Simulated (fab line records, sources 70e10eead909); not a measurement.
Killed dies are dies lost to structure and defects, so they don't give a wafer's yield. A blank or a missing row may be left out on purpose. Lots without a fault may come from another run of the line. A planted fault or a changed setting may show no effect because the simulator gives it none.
fab line records | flow nand_harc
record lots=24 wafers=72 last_day=25
route steps=1159 shown P_M2@334 P_BONDPAD@365 A_ZERO_WELL@411
lots that met no fault: from a run of the same line without faults
start_h: hours from the record's first day to the start of the lot's first wafer shown | wait_h: hours since the lot's step before | " the same as in the row above | L1.1+2: a row that stands for several wafers | - no value, or no start given | * or withheld: withheld | < > ~ a bound
route shown NAME@n: a module of which the file shows steps, and the number in the route of the first | usual: mean/standard deviation of fault-free wafers | same: alike in all rows | chamber/n: place in a boat | sites: the reading at each site | _std_site: their standard deviation | _edge_site: outer sites' mean less inner sites' | radius_mm: how far each site lies from the wafer's centre | mask NAME#n: copy n | behind: the tool/chamber that last shaped the wafer | hold: why the lot was held/for how many hours/how that ended | device: the transistor (n, p or np) that didn't switch | end of line: the same wafers' tests at the end of the route | a step without rows: its recipe alone | killed: dies lost to structure and defects at the first sort, not the wafer's yield | map: a wafer's dies, x killed, . not, _ none there
set.NAME: the setting as run; set.NAME@STEP: as run at that earlier step | model.NAME: the simulator's own value behind a step, which no gauge read
steps of the route over a sample of lots; a table a step, a row a wafer
services: from which hour (start_h, from the record's first day; less than 0 if before it) a tool's chamber was out of use, for how many hours, and why
## steps
# step NHARC_P_M2_CD_MEAS_16
# usual cd_nm=169.7/0.78
# columns lot.wafer tool chamber start_h wait_h cd_nm
L074.1 cd_sem-02 - 134.95 - 169.0
L074.2 " - " " 169.7
L074.5 " - " " 168.4
L075.1 cd_sem-01 - 138.09 - 168.8
L075.3 " - " " 169.5
L075.6 " - " " 170.4
L077.2 cd_sem-01 - 141.59 - 169.9
L077.3 " - " " 168.7
L077.5 " - " " 170.7
L078.2 cd_sem-02 - 142.94 - 169.5
L078.3 " - " " 169.5
L078.5 " - " " 168.5
L076.2 cd_sem-02 - 149.21 - 171.1
L076.3 " - " " 169.2
L076.5 " - " " 168.7
L079.3 cd_sem-01 - 155.08 - 169.8
L079.4 " - " " 169.6
L079.5 " - " " 169.6
L080.1 cd_sem-02 - 161.20 - 170.5
L080.4 " - " " 169.6
L080.6 " - " " 169.3
L081.1 cd_sem-03 - 166.52 - 169.1
L081.5 " - " " 170.4
L081.6 " - " " 170.0
L082.2 cd_sem-03 - 176.94 - 170.0
L082.4 " - " " 170.0
L082.6 " - " " 170.3
L083.1 cd_sem-03 - 180.85 - 170.3
L083.3 " - " " 169.9
L083.4 " - " " 169.5
L084.1 cd_sem-02 - 181.75 - 170.0
L084.2 " - " " 169.1
L084.3 " - " " 170.4
L085.1 cd_sem-01 - 194.52 - 170.4
L085.3 " - " " 171.1
L085.6 " - " " 170.1
L086.3 cd_sem-02 - 205.66 - 168.9
L086.4 " - " " 169.2
L086.6 " - " " 168.4
L088.1 cd_sem-02 - 206.36 - 171.3
L088.3 " - " " 171.5
L088.5 " - " " 170.3
L087.4 cd_sem-01 - 207.28 - 169.5
L087.5 " - " " 169.1
L087.6 " - " " 168.6
L089.2 cd_sem-03 - 222.92 - 169.5
L089.4 " - " " 170.7
L089.6 " - " " 169.0
L091.2 cd_sem-03 - 223.49 - 170.1
L091.3 " - " " 167.8
L091.4 " - " " 169.9
L090.1 cd_sem-02 - 224.25 - 168.9
L090.3 " - " " 168.6
L090.4 " - " " 170.6
L093.2 cd_sem-03 - 239.87 - 170.2
L093.4 " - " " 169.9
L093.5 " - " " 170.1
L092.3 cd_sem-01 - 240.22 - 171.0
L092.4 " - " " 171.0
L092.5 " - " " 171.2
L094.1 cd_sem-01 - 241.83 - 169.1
L094.2 " - " " 169.2
L094.3 " - " " 169.1
L095.3 cd_sem-02 - 249.50 - 170.5
L095.4 " - " " 170.8
L095.5 " - " " 170.8
L096.3 cd_sem-01 - 250.11 - 169.1
L096.4 " - " " 169.6
L096.6 " - " " 169.5
L097.3 cd_sem-01 - 265.66 - 170.1
L097.5 " - " " 170.7
L097.6 " - " " 170.1
# step NHARC_P_M2_DEGAS_29
# recipe temp_c=250 time_s=60
# usual heater_power_w=327/25
# columns lot.wafer tool chamber start_h wait_h heater_power_w
L074.2 pvd_sputter-01 - 135.68 - 356
L074.1 " - " " 310
L074.5 " - " " 356
L075.3 pvd_sputter-03 - 138.81 - 304
L075.1 " - " " 320
L075.6 " - " " 303
L077.3 pvd_sputter-02 - 142.31 - 313
L077.2 " - " " 358
L077.5 " - " " 303
L078.3 pvd_sputter-02 - 143.65 - 332
L078.2 " - " " 306
L078.5 " - " " 300
L076.2 pvd_sputter-01 - 149.92 - 326
L076.3 " - " " 313
L076.5 " - " " 366
L079.3 pvd_sputter-01 - 155.78 - 358
L079.4 " - " " 330
L079.5 " - " " 311
L080.4 pvd_sputter-02 - 161.94 - 302
L080.1 " - " " 336
L080.6 " - " " 351
L081.1 pvd_sputter-02 - 167.34 - 338
L081.6 " - " " 310
L081.5 " - " " 355
L082.2 pvd_sputter-03 - 177.65 - 301
L082.4 " - " " 297
L082.6 " - " " 301
L083.1 pvd_sputter-02 - 181.56 - 301
L083.4 " - " " 310
L083.3 " - " " 343
L084.1 pvd_sputter-02 - 182.46 - 331
L084.2 " - " " 306
L084.3 " - " " 306
L085.3 pvd_sputter-02 - 195.25 - 304
L085.1 " - " " 349
L085.6 " - " " 325
L086.3 pvd_sputter-03 - 206.39 - 300
L086.4 " - " " 314
L086.6 " - " " 299
L088.1 pvd_sputter-02 - 207.08 - 346
L088.3 " - " " 332
L088.5 " - " " 297
L087.4 pvd_sputter-01 - 207.99 - 350
L087.5 " - " " 352
L087.6 " - " " 313
L089.2 pvd_sputter-01 - 223.64 - 379
L089.4 " - " " 345
L089.6 " - " " 307
L091.2 pvd_sputter-03 - 224.20 - 305
L091.3 " - " " 295
L091.4 " - " " 309
L090.3 pvd_sputter-03 - 224.98 - 314
L090.1 " - " " 313
L090.4 " - " " 292
L093.4 pvd_sputter-02 - 240.60 - 354
L093.2 " - " " 306
L093.5 " - " " 300
L092.3 pvd_sputter-01 - 240.99 - 385
L092.4 " - " " 345
L092.5 " - " " 350
L094.3 pvd_sputter-02 - 242.57 - 359
L094.1 " - " " 301
L094.2 " - " " 332
L095.4 pvd_sputter-03 - 250.26 - 303
L095.3 " - " " 316
L095.5 " - " " 304
L096.4 pvd_sputter-01 - 250.84 - 356
L096.3 " - " " 311
L096.6 " - " " 352
L097.3 pvd_sputter-01 - 266.38 - 348
L097.5 " - " " 300
L097.6 " - " " 358
# step NHARC_P_M2_DEP_33
# recipe target_thk_a=300 temp_c=370 target_thk_nm=30 pressure_torr=3 flow_sccm=200 rf_w=450 material=SiCN
# usual heater_power_w=577/89
# columns lot.wafer tool chamber start_h wait_h heater_power_w
L074.2 pecvd-01 0 137.41 0.1 481
L074.1 " 1 " " 680
L074.5 " 0 " " 481
L075.1 pecvd-01 1 140.61 0.1 630
L075.3 " 1 " " 612
L075.6 " 0 " " 395
L077.2 pecvd-02 2 144.08 0.1 538
L077.3 " 0 " " 508
L077.5 " 1 " " 583
L078.2 pecvd-01 1 145.42 0.1 670
L078.3 " 1 " " 683
L078.5 " 0 " " 451
L076.2 pecvd-01 2 151.62 0.1 645
L076.3 " 1 " " 685
L076.5 " 1 " " 670
L079.4 pecvd-01 0 157.66 0.2 443
L079.3 " 1 " " 612
L079.5 " 0 " " 448
L080.1 pecvd-03 1 164.21 0.1 673
L080.6 " 2 " " 627
L080.4 " 0 " " 634
L081.1 pecvd-03 2 169.06 0.1 587
L081.5 " 2 " " 611
L081.6 " 0 " " 626
L082.2 pecvd-01 2 179.35 0.1 675
L082.4 " 0 " " 422
L082.6 " 1 " " 680
L083.3 pecvd-03 1 183.30 0.1 648
L083.1 " 0 " " 534
L083.4 " 0 " " 517
L084.1 pecvd-01 2 184.20 0.1 721
L084.3 " 0 " " 463
L084.2 " 1 " " 650
L085.1 pecvd-01 2 196.99 0.1 674
L085.3 " 0 " " 467
L085.6 " 2 " " 659
L086.3 pecvd-01 1 208.11 0.1 571
L086.4 " 1 " " 562
L086.6 " 2 " " 732
L088.3 pecvd-02 1 208.81 0.1 590
L088.1 " 2 " " 574
L088.5 " 2 " " 589
L087.4 pecvd-01 1 209.82 0.2 677
L087.5 " 2 " " 701
L087.6 " 0 " " 474
L089.2 pecvd-02 0 225.36 0.1 503
L089.4 " 1 " " 543
L089.6 " 2 " " 580
L091.2 pecvd-02 0 225.94 0.1 504
L091.3 " 1 " " 534
L091.4 " 1 " " 539
L090.1 pecvd-01 2 226.72 0.1 701
L090.3 " 0 " " 426
L090.4 " 2 " " 699
L093.2 pecvd-02 2 242.32 0.1 570
L093.4 " 2 " " 582
L093.5 " 0 " " 532
L092.3 pecvd-02 2 242.74 0.1 597
L092.4 " 1 " " 544
L092.5 " 0 " " 468
L094.2 pecvd-02 0 244.41 0.1 524
L094.1 " 1 " " 554
L094.3 " 2 " " 482
L095.3 pecvd-02 0 252.05 0.1 452
L095.5 " 2 " " 572
L095.4 " 0 " " 459
L096.3 pecvd-03 1 252.87 0.1 697
L096.6 " 0 " " 567
L096.4 " 2 " " 688
L097.3 pecvd-03 0 268.08 0.1 585
L097.5 " 1 " " 657
L097.6 " 2 " " 579
# step NHARC_P_BONDPAD_OVL_MEAS_38
# usual overlay_x_nm=-1/5.3 overlay_y_nm=-1/4.7
# columns lot.wafer tool chamber start_h wait_h overlay_x_nm overlay_y_nm
L074.1 overlay-02 - 139.32 - -2 0
L074.2 " - " " -2 0
L074.5 " - " " -1 0
L075.1 overlay-01 - 142.39 - 4 -7
L075.3 " - " " 4 -7
L075.6 " - " " 3 -6
L077.2 overlay-01 - 145.64 - -1 -2
L077.3 " - " " -1 -2
L077.5 " - " " -2 -2
L078.2 overlay-02 - 147.28 - 10 7
L078.3 " - " " 9 7
L078.5 " - " " 10 7
L076.2 overlay-02 - 153.34 - -7 2
L076.3 " - " " -7 1
L076.5 " - " " -8 2
L079.3 overlay-02 - 159.52 - 9 9
L079.4 " - " " 9 9
L079.5 " - " " 10 9
L080.1 overlay-02 - 165.92 - 6 -1
L080.4 " - " " 7 -1
L080.6 " - " " 7 -1
L081.1 overlay-02 - 171.23 - -2 -6
L081.5 " - " " -2 -6
L081.6 " - " " -1 -5
L082.2 overlay-02 - 180.95 - 1 -6
L082.4 " - " " 1 -5
L082.6 " - " " 1 -5
L083.1 overlay-01 - 185.02 - -2 0
L083.3 " - " " -2 -1
L083.4 " - " " -2 0
L084.1 overlay-01 - 186.16 - 3 -5
L084.2 " - " " 3 -5
L084.3 " - " " 3 -5
L085.1 overlay-01 - 198.88 - -12 -8
L085.3 " - " " -12 -9
L085.6 " - " " -12 -8
L086.3 overlay-02 - 209.72 - -4 -7
L086.4 " - " " -4 -7
L086.6 " - " " -4 -7
L088.1 overlay-01 - 210.51 - -4 -7
L088.3 " - " " -4 -7
L088.5 " - " " -4 -7
L087.4 overlay-02 - 211.66 - -3 7
L087.5 " - " " -4 7
L087.6 " - " " -3 6
L089.2 overlay-02 - 227.14 - -8 -2
L089.4 " - " " -9 -1
L089.6 " - " " -8 -2
L091.2 overlay-02 - 227.64 - -3 -2
L091.3 " - " " -3 -2
L091.4 " - " " -3 -2
L090.1 overlay-01 - 228.30 - -3 4
L090.3 " - " " -3 4
L090.4 " - " " -4 4
L093.2 overlay-02 - 243.94 - -7 3
L093.4 " - " " -6 4
L093.5 " - " " -7 4
L092.3 overlay-02 - 244.40 - -1 -4
L092.4 " - " " -1 -4
L092.5 " - " " -1 -4
L094.1 overlay-01 - 245.99 - 7 2
L094.2 " - " " 7 1
L094.3 " - " " 7 2
L095.3 overlay-01 - 253.70 - 0 -5
L095.4 " - " " 0 -5
L095.5 " - " " 0 -6
L096.3 overlay-02 - 254.43 - -3 -3
L096.4 " - " " -3 -3
L096.6 " - " " -3 -3
L097.3 overlay-02 - 269.81 - 3 -3
L097.5 " - " " 3 -2
L097.6 " - " " 3 -2
# step NHARC_P_BONDPAD_DESCUM_11
# recipe time_s=3 o2_flow_sccm=200 ar_flow_sccm=0 bias_power_w=0 chemistry=O2
# usual drypump_motor_current_A=5.8/0.6 oes_product_au=0.998/0.0086 rf_vpp_V=57.5/0.9 showerhead_plenum_p_Torr=1.84/0.069 throttle_valve_pct=11.312/0.0093
# same bias_power_w=0
# columns lot.wafer tool chamber start_h wait_h drypump_motor_current_A oes_product_au rf_hours_counter_h rf_vpp_V showerhead_plenum_p_Torr throttle_valve_pct
L074.1 rie_diel-04 1 139.44 - 5.2 1.014 1 56.4 1.93 11.332
L074.2 " 3 " " 5.1 1.001 2 56.2 1.83 11.304
L074.5 " 2 " " 5.8 1.000 - 57.6 1.79 11.317
L075.3 rie_diel-11 0 142.52 - 6.1 1.014 33 58.1 1.80 11.299
L075.1 " 2 " " 6.0 1.007 30 58.0 1.94 11.327
L075.6 " 0 " " 6.1 1.003 - 57.5 1.80 11.326
L077.2 rie_diel-04 0 145.78 - 6.6 0.991 3 58.1 1.78 11.314
L077.3 " 1 " " 5.2 1.009 2 56.9 1.93 11.310
L077.5 " 2 " " 5.8 1.014 - 56.5 1.79 11.315
L078.3 rie_diel-11 0 147.41 - 6.1 0.994 33 57.8 1.80 11.311
L078.2 " 2 " " 6.1 1.004 30 57.4 1.94 11.321
L078.5 " 0 " " 6.1 0.998 - 57.7 1.80 11.313
L076.3 rie_diel-04 1 153.47 - 5.2 1.003 3 58.9 1.93 11.307
L076.2 " 3 " " 5.1 1.001 4 57.6 1.83 11.319
L076.5 " 2 " " 5.9 0.996 - 57.1 1.79 11.300
L079.3 rie_diel-04 3 159.66 - 5.1 1.001 5 57.9 1.83 11.321
L079.4 " 0 " " 6.6 1.000 4 56.1 1.78 11.313
L079.5 " 2 " " 5.8 1.005 - 56.4 1.79 11.328
L080.1 rie_diel-04 1 166.05 - 5.2 1.006 4 57.4 1.93 11.303
L080.4 " 2 " " 5.8 1.000 5 57.0 1.79 11.308
L080.6 " 1 " " 5.2 0.993 - 58.7 1.93 11.314
L081.1 rie_diel-04 0 171.35 - 6.6 0.992 5 57.4 1.78 11.307
L081.5 " 0 " " 6.6 0.990 - 56.8 1.78 11.311
L081.6 " 1 " " 5.2 1.001 - 57.0 1.93 11.304
L082.4 rie_diel-04 3 181.07 - 5.1 0.998 6 56.6 1.83 11.315
L082.2 " 1 " " 5.2 1.004 5 58.5 1.93 11.306
L082.6 " 3 " " 5.1 1.001 - 55.9 1.83 11.318
L083.4 rie_diel-04 1 185.15 - 5.2 1.008 5 58.0 1.93 11.319
L083.1 " 2 " " 5.9 1.010 6 57.7 1.79 11.312
L083.3 " 3 " " 5.1 1.009 6 57.7 1.83 11.285
L084.3 rie_diel-04 3 186.29 - 5.1 1.000 6 56.2 1.83 11.315
L084.2 " 0 " " 6.6 0.995 6 57.2 1.78 11.307
L084.1 " 2 " " 5.8 0.999 7 57.7 1.79 11.316
L085.3 rie_diel-04 0 199.00 - 6.6 1.000 7 57.8 1.78 11.327
L085.1 " 3 " " 5.1 1.005 7 56.5 1.83 11.312
L085.6 " 0 " " 6.6 0.988 - 58.7 1.78 11.316
L086.4 rie_diel-04 1 209.85 - 5.2 0.998 7 57.7 1.93 11.313
L086.3 " 0 " " 6.6 0.976 7 57.8 1.78 11.318
L086.6 " 2 " " 5.8 0.996 - 56.8 1.79 11.299
L088.3 rie_diel-04 1 210.64 - 5.2 0.997 7 58.8 1.93 11.319
L088.1 " 3 " " 5.1 0.992 8 57.3 1.83 11.316
L088.5 " 0 " " 6.6 0.980 - 57.7 1.78 11.317
L087.4 rie_diel-12 1 211.78 - 6.5 0.993 0 57.6 1.79 11.331
L087.6 " 1 " " 6.5 0.994 - 54.7 1.79 11.320
L087.5 " 2 " " 6.7 1.001 - 59.2 2.02 11.315
L089.4 rie_diel-04 0 227.28 - 6.6 0.981 8 57.1 1.78 11.306
L089.2 " 1 " " 5.2 0.990 8 57.9 1.93 11.312
L089.6 " 0 " " 6.6 0.984 - 56.7 1.78 11.302
L091.4 rie_diel-04 3 227.76 - 5.1 0.989 9 57.9 1.83 11.309
L091.3 " 1 " " 5.2 0.996 8 56.2 1.93 11.315
L091.2 " 2 " " 5.8 1.004 10 55.7 1.78 11.297
L090.1 rie_diel-04 1 228.43 - 5.2 0.998 9 57.0 1.93 11.320
L090.3 " 2 " " 5.9 0.996 10 57.7 1.78 11.298
L090.4 " 3 " " 5.1 1.000 9 58.0 1.83 11.311
L093.4 rie_diel-04 3 244.06 - 5.1 0.999 10 57.0 1.83 11.332
L093.2 " 1 " " 5.2 1.006 10 57.1 1.93 11.317
L093.5 " 0 " " 6.6 0.985 - 58.2 1.78 11.316
L092.4 rie_diel-11 0 244.52 - 6.1 0.988 3 57.0 1.79 11.312
L092.3 " 1 " " 6.1 0.986 3 58.1 1.89 11.302
L092.5 " 0 " " 6.1 0.989 - 58.8 1.79 11.314
L094.3 rie_diel-04 3 246.12 - 5.1 1.013 10 57.7 1.83 11.316
L094.1 " 0 " " 6.5 0.984 10 58.1 1.78 11.320
L094.2 " 1 " " 5.2 1.007 10 59.7 1.93 11.314
L095.3 rie_diel-04 1 253.84 - 5.2 1.006 11 58.8 1.93 11.319
L095.4 " 2 " " 5.8 1.000 12 57.7 1.78 11.321
L095.5 " 0 " " 6.6 0.992 - 56.8 1.78 11.314
L096.4 rie_diel-04 3 254.56 - 5.1 1.000 11 57.6 1.83 11.296
L096.3 " 0 " " 6.6 0.975 11 56.3 1.78 11.319
L096.6 " 3 " " 5.1 1.008 - 58.3 1.83 11.315
L097.3 rie_diel-04 3 269.94 - 5.1 0.991 13 56.4 1.83 11.305
L097.6 " 3 " " 5.1 1.004 - 56.5 1.83 11.304
L097.5 " 0 " " 6.6 0.984 - 57.6 1.78 11.323
# step NHARC_A_ZERO_WELL_RTA_16
# recipe temp_c=1000 time_s=10
# usual lamp_power_pct=28.27/0.29 lamp_zone_6_pct=28.22/0.28 wafer_temp_C_max=1004.9/2.3
# columns lot.wafer tool chamber start_h wait_h lamp_power_pct lamp_zone_6_pct wafer_temp_C_max
L074.1 rtp_anneal-01 0 144.76 - 28.55 28.49 1002.6
L074.2 " 0 " " 28.61 28.48 1005.0
L074.5 " 0 " " 28.52 28.52 1002.4
L075.1 rtp_anneal-01 0 147.69 - 28.53 28.45 1002.5
L075.3 " 0 " " 28.54 28.51 1002.9
L075.6 " 0 " " 28.55 28.47 1002.0
L077.2 rtp_anneal-02 0 151.00 - 27.97 27.93 1008.8
L077.3 " 0 " " 27.92 27.94 1007.4
L077.5 " 0 " " 28.05 27.93 1006.1
L078.2 rtp_anneal-01 0 152.62 - 28.55 28.50 1002.6
L078.3 " 0 " " 28.56 28.53 1002.0
L078.5 " 0 " " 28.57 28.53 1003.3
L076.2 rtp_anneal-02 0 158.87 - 28.02 27.92 1005.9
L076.3 " 0 " " 27.99 27.98 1006.2
L076.5 " 0 " " 27.98 27.95 1006.7
L079.3 rtp_anneal-02 0 164.77 - 27.98 27.89 1007.9
L079.4 " 0 " " 27.95 27.93 1009.3
L079.5 " 0 " " 27.97 27.98 1006.4
L080.1 rtp_anneal-01 0 171.24 - 28.58 28.47 1002.3
L080.4 " 0 " " 28.58 28.49 1003.1
L080.6 " 0 " " 28.54 28.57 1002.9
L081.1 rtp_anneal-02 0 176.66 - 28.03 27.91 1006.3
L081.5 " 0 " " 27.99 27.98 1006.4
L081.6 " 0 " " 27.97 27.94 1007.7
L082.2 rtp_anneal-01 0 186.23 - 28.58 28.45 1003.0
L082.4 " 0 " " 28.55 28.50 1003.0
L082.6 " 0 " " 28.54 28.51 1003.3
L083.1 rtp_anneal-01 0 190.36 - 28.56 28.52 1003.2
L083.3 " 0 " " 28.57 28.54 1002.6
L083.4 " 0 " " 28.50 28.51 1002.8
L084.1 rtp_anneal-01 0 191.80 - 28.55 28.49 1003.4
L084.2 " 0 " " 28.51 28.52 1002.7
L084.3 " 0 " " 28.55 28.51 1004.1
L085.1 rtp_anneal-01 0 204.24 - 28.50 28.48 1002.8
L085.3 " 0 " " 28.55 28.51 1002.7
L085.6 " 0 " " 28.59 28.48 1002.6
L086.3 rtp_anneal-02 0 215.08 - 28.03 27.93 1006.8
L086.4 " 0 " " 28.01 27.95 1005.7
L086.6 " 0 " " 28.00 27.92 1007.4
L088.1 rtp_anneal-01 0 215.78 - 28.50 28.44 1002.5
L088.3 " 0 " " 28.57 28.53 1003.4
L088.5 " 0 " " 28.54 28.50 1002.8
L087.4 rtp_anneal-02 0 217.10 - 27.92 27.93 1008.1
L087.5 " 0 " " 28.00 27.95 1006.2
L087.6 " 0 " " 27.95 27.92 1007.5
L089.2 rtp_anneal-01 0 232.84 - 28.57 28.58 1003.1
L089.4 " 0 " " 28.61 28.52 1002.7
L089.6 " 0 " " 28.56 28.49 1002.8
L091.2 rtp_anneal-02 0 233.25 - 27.97 27.92 1007.5
L091.3 " 0 " " 27.98 27.94 1007.1
L091.4 " 0 " " 27.95 27.94 1006.6
L090.1 rtp_anneal-01 0 233.73 - 28.56 28.49 1002.5
L090.3 " 0 " " 28.59 28.46 1003.0
L090.4 " 0 " " 28.56 28.49 1002.2
L093.2 rtp_anneal-01 0 249.38 - 28.53 28.48 1002.2
L093.4 " 0 " " 28.51 28.48 1002.2
L093.5 " 0 " " 28.56 28.43 1002.4
L092.3 rtp_anneal-02 0 249.80 - 28.02 27.96 1007.5
L092.4 " 0 " " 28.02 27.90 1005.8
L092.5 " 0 " " 27.96 27.97 1007.8
L094.1 rtp_anneal-02 0 251.36 - 27.99 27.94 1007.7
L094.2 " 0 " " 28.00 27.90 1010.3
L094.3 " 0 " " 27.98 27.99 1005.0
L095.3 rtp_anneal-02 0 259.12 0.2 28.01 27.95 1005.4
L095.4 " 0 " " 28.00 27.94 1008.6
L095.5 " 0 " " 27.99 27.94 1009.5
L096.3 rtp_anneal-02 0 260.00 - 27.95 27.96 1009.7
L096.4 " 0 " " 27.99 27.94 1007.0
L096.6 " 0 " " 27.98 27.95 1007.2
L097.3 rtp_anneal-02 0 280.53 0.2 28.00 27.98 1006.7
L097.5 " 0 " " 27.93 27.94 1004.4
L097.6 " 0 " " 28.00 27.93 1005.7
## services
# columns tool chamber start_h hours kind
rie_diel-04 - 111.90 9.0 pm
pecvd-01 2 124.68 12.8 repair
pecvd-02 - 124.89 0.5 repair
pecvd-01 2 137.55 13.5 repair
rie_diel-11 1 139.03 2.7 repair
pvd_sputter-02 - 149.12 3.9 repair
rie_diel-12 - 150.90 1.2 repair
pecvd-02 - 153.44 13.0 pm
pecvd-01 2 157.18 8.7 repair
pvd_sputter-01 - 158.00 10.0 pm
pvd_sputter-03 - 158.16 9.6 repair
pecvd-01 - 167.42 7.7 repair
rie_diel-11 0 190.93 4.3 repair
pvd_sputter-01 - 193.70 1.8 repair
rie_diel-12 - 202.62 9.0 pm
rie_diel-04 0 205.54 2.6 repair
pvd_sputter-03 - 212.05 2.9 repair
pvd_sputter-02 - 215.38 10.0 pm
rie_diel-11 1 216.08 4.8 repair
pecvd-02 - 220.80 1.6 repair
rie_diel-11 - 221.64 9.0 pm
pecvd-01 - 237.16 13.0 pm
pvd_sputter-01 - 244.65 1.8 repair
rie_diel-04 - 273.86 0.8 repair
## key
fault none
